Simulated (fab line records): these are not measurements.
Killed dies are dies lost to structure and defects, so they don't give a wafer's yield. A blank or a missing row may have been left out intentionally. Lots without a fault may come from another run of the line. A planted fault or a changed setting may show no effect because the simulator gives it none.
Problem report, 8D (eight disciplines) form, completed by code | flow n5-finfet | the parts of the form that need people (team, actions taken, sign-off) are left out

== 1. PROBLEM STATEMENT ==
bias-w at N5_BEOL_M9_ETCH_66 reads a mean of 177.9 W on 6 wafers of 2 lots; wafers without a fault read 150.1 W with a standard deviation of 0.43. That puts it +65 standard deviations away from the usual mean.
The step: etches SOC in N2/H2, target depth 80 nm, overetch 16 nm, time 120 s.
Earliest sighting: wafer L171.2 on rie-diel-03 at day 13 01:28. The record has a number at this step for 30 wafers belonging to 10 lots. Rule for "out", or "out of limits": more than 4 standard deviations from the usual mean. The other wafers with a number count as sound.

== 2. WHAT IT IS, WHAT IT ISN'T ==
question                    | is                     | is not
which readings at this step | bias-w, rf-vpp-V       | drypump-motor-current-A, oes-product-au, showerhead-plenum-p-Torr, throttle-valve-pct
which lots                  | L171, L173             | L159, L161, L162, L163, L165, L168, L170, L176
which wafers of those lots  | all that have a number | -
read on which tools         | rie-diel-03            | rie-diel-05, rie-diel-06
when                        | from day 13 01:28      | up to then (21 sound wafers); but 3 sound wafers of L176 came after

== 3. WHAT RULES OUT EACH SUSPECT ==
Counting: a tool stays on the suspect list if, at a process step up to the reading, it processed all lots that are out and no sound lot following the first of them.
- rie-diel-03 at N5_BEOL_M9_ETCH_66 (etches SOC in N2/H2, target depth 80 nm, overetch 16 nm, time 120 s): kept. Every lot that is out went through it, starting with L171 (day 13 01:28), and after that it ran no sound lot; the last sound lot it ran before then is L165 (day 11 12:12). On those wafers its own readings are out: bias-w, rf-vpp-V.
Remaining after the count: rie-diel-03 at N5_BEOL_M9_ETCH_66.

== 4. THE CAUSE (what the simulator had put in) ==
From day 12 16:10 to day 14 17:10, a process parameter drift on rie-diel-03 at N5_BEOL_M9_ETCH_66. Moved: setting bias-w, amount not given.
Counting left only this tool.

== 5. SEQUENCE OF EFFECTS, ordered by route ==
One row per reading whose mean, taken over the struck wafers that have a number, lies over 3 standard deviations from the usual. Scope: only readings with a usual standard deviation given in the record; hours: median across lots of the time from each lot's start at the first step in this table that gives one to its start at this step; sigmas: change in usual standard deviations.
hours | step               | reading  | usual   | on struck wafers | change | sigmas
0     | N5_BEOL_M9_ETCH_66 | bias-w   | 150.1 W | 177.9            | +27.8  | +65
0     | N5_BEOL_M9_ETCH_66 | rf-vpp-V | 523.6 V | 582.5            | +58.9  | +25
The process steps in it:
- N5_BEOL_M9_ETCH_66: etches SOC in N2/H2, target depth 80 nm, overetch 16 nm, time 120 s.

== 6. WHAT WOULD HAVE CAUGHT IT SOONER ==
First out-of-limits reading in this record: day 13 01:28, which is 9 hours after fault onset at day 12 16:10.
